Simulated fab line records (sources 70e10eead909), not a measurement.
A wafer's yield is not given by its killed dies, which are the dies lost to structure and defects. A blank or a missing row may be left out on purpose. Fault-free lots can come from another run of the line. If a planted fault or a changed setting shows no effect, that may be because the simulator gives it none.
The tool behind it: which one? -- flow nand-harc -- 15 lots, 45 wafers sampled, at 3 steps of a route of 1302

## WHAT EACH GAUGE READ, for each wafer
NHARC_P_STI_CD_MEAS_09 targets a cd of 200 nm.
lot,measured,on,cd-nm (nm)
L354,day 3 05:11,cd-sem-01,198.3 198.8 200.5
L355,day 3 17:15,cd-sem-02,200.8 199.1 199.4
L366,day 8 05:04,cd-sem-02,195.4 197.3 195.5
L367,day 8 15:01,cd-sem-02,203.5 207.8 205.5
L368,day 9 03:25,cd-sem-01,203.0 199.6 200.1
L369,day 9 11:29,cd-sem-02,197.6 199.8 195.4
L370,day 9 20:20,cd-sem-01,199.3 205.2 199.5
L371,day 10 09:34,cd-sem-03,201.3 199.1 200.2
L372,day 10 19:40,cd-sem-03,203.0 201.5 202.3
L374,day 11 14:11,cd-sem-03,201.7 200.3 201.7
L375,day 12 00:56,cd-sem-03,201.9 200.2 201.2
L376,day 12 10:50,cd-sem-01,203.3 198.6 202.7

## TOOL THAT RAN EACH LOT (tool first, then ch and the chambers of the sampled wafers, then the start)
lot,NHARC_P_ZERO_WELL_EXPOSE_08,NHARC_P_ZERO_WELL_DESCUM_13
L354,"krf-scanner-03 ch 0, day 2 06:58","rie-diel-02 ch 1,2,3, day 2 07:19"
L355,"krf-scanner-03 ch 0, day 2 16:58","rie-diel-13 ch 0,3, day 2 17:16"
L357,"krf-scanner-04, day 3 13:06","rie-diel-01 ch 0,1,2, day 3 13:25"
L358,"krf-scanner-03, day 3 23:05","rie-diel-02 ch 0,2,3, day 3 23:23"
L359,"krf-scanner-03, day 4 08:58","rie-diel-01 ch 0,1,2, day 4 09:16"
L366,"krf-scanner-01 ch 0, day 7 07:05","rie-diel-13 ch 1,2, day 7 07:23"
L367,"krf-scanner-01 ch 0, day 7 17:05","rie-diel-02 ch 1,2,3, day 7 17:24"
L368,"krf-scanner-03 ch 0, day 8 03:08","rie-diel-01 ch 0,3, day 8 03:28"
L369,"krf-scanner-04 ch 0, day 8 13:05","rie-diel-01 ch 0,3, day 8 13:24"
L370,"krf-scanner-01 ch 0, day 8 23:07","rie-diel-02 ch 1,2,3, day 8 23:26"
L371,"krf-scanner-04 ch 0, day 9 09:05","rie-diel-01 ch 0,1, day 9 09:26"
L372,"krf-scanner-03 ch 0, day 9 19:07","rie-diel-02 ch 0,2, day 9 19:25"
L374,"krf-scanner-03 ch 0, day 10 15:06","rie-diel-13 ch 0,2,3, day 10 15:25"
L375,"krf-scanner-04 ch 0, day 11 01:06","rie-diel-02 ch 0,2,3, day 11 01:25"
L376,"krf-scanner-01 ch 0, day 11 11:05","rie-diel-01 ch 1,3, day 11 11:24"
- NHARC_P_ZERO_WELL_EXPOSE_08: exposes mask P ZERO, target cd 500 nm.
- NHARC_P_ZERO_WELL_DESCUM_13: chemistry O2, time 3 s.

## WHAT THE TOOLS THEMSELVES READ (means of the sampled wafers that have a number; where no wafer has one, the mark that the record gives instead)
NHARC_P_ZERO_WELL_EXPOSE_08.
lot,tool,exposure-dose-mJ-cm2,focus-offset-nm (nm)
L354,krf-scanner-03,33.72,-0.0
L355,krf-scanner-03,33.72,0.1
L357,krf-scanner-04,-,-
L358,krf-scanner-03,-,-
L359,krf-scanner-03,-,-
L366,krf-scanner-01,33.73,0.4
L367,krf-scanner-01,33.71,0.2
L368,krf-scanner-03,33.67,0.1
L369,krf-scanner-04,33.74,0.4
L370,krf-scanner-01,33.73,-0.9
L371,krf-scanner-04,33.77,0.4
L372,krf-scanner-03,33.69,0.3
L374,krf-scanner-03,33.76,-0.2
L375,krf-scanner-04,33.74,-0.5
L376,krf-scanner-01,33.73,0.2

NHARC_P_ZERO_WELL_DESCUM_13.
lot,tool,chamber-pressure-mTorr (mTorr),drypump-motor-current-A (A),oes-product-au (a.u.),rf-vpp-V (V),showerhead-plenum-p-Torr (Torr),throttle-valve-pct (%)
L354,rie-diel-02,59.92,5.6,0.986,57.7,1.87,11.315
L355,rie-diel-13,60.01,5.6,1.002,57.8,1.96,11.315
L357,rie-diel-01,60.00,5.8,1.005,57.4,1.91,11.325
L358,rie-diel-02,60.07,5.6,1.000,57.9,1.92,11.314
L359,rie-diel-01,59.93,5.8,1.000,58.1,1.90,11.316
L366,rie-diel-13,59.98,5.9,0.990,58.5,2.06,11.302
L367,rie-diel-02,59.99,5.5,0.991,58.2,1.96,11.317
L368,rie-diel-01,60.05,5.5,0.988,57.7,1.94,11.307
L369,rie-diel-01,59.96,5.8,1.004,57.2,1.90,11.313
L370,rie-diel-02,59.99,5.5,1.003,57.6,1.96,11.308
L371,rie-diel-01,60.04,6.0,1.003,57.7,1.89,11.315
L372,rie-diel-02,60.04,5.7,0.993,57.2,1.83,11.315
L374,rie-diel-13,59.98,5.7,1.001,58.1,1.95,11.319
L375,rie-diel-02,60.02,5.6,1.008,58.1,1.90,11.318
L376,rie-diel-01,59.94,5.3,0.991,58.2,1.97,11.304

## THE ANSWER, worked out from the rows above alone
Rule: the usual values come from the lots themselves. Put in order of their means at a reading, lots are off if they are a third of the lots or fewer, leave a main group of 4 or more, and stand apart from it by a gap of 3 or more times the standard deviation of the main group's means; of several such gaps the widest counts. A main group is skipped when, at the precision printed for the reading in the tables above, its means are all equal. A lot without any number at a reading at which 4 lots or more have one is off too. Where the step has rows for the other lots, those lots are counted as sound. The gauges are gone through in route order, then the tools' own readings, and for those a lot's mean is taken as printed above. The first step at which some lot is off is used, and at that step the reading that is off furthest; a lot without a number counts as furthest.
Off: L357, L358, L359, at NHARC_P_ZERO_WELL_EXPOSE_08 (exposure-dose-mJ-cm2). Without a number there: L357, L358, L359. Mean 33.73 and standard deviation 0.026 in the main group.
If a tool, at that step or one of the process steps before it, ran each lot that is off and ran no sound lot following the first of them, it fits. Of those tried, none fits.

## WHAT THE SIMULATOR HAD PUT IN
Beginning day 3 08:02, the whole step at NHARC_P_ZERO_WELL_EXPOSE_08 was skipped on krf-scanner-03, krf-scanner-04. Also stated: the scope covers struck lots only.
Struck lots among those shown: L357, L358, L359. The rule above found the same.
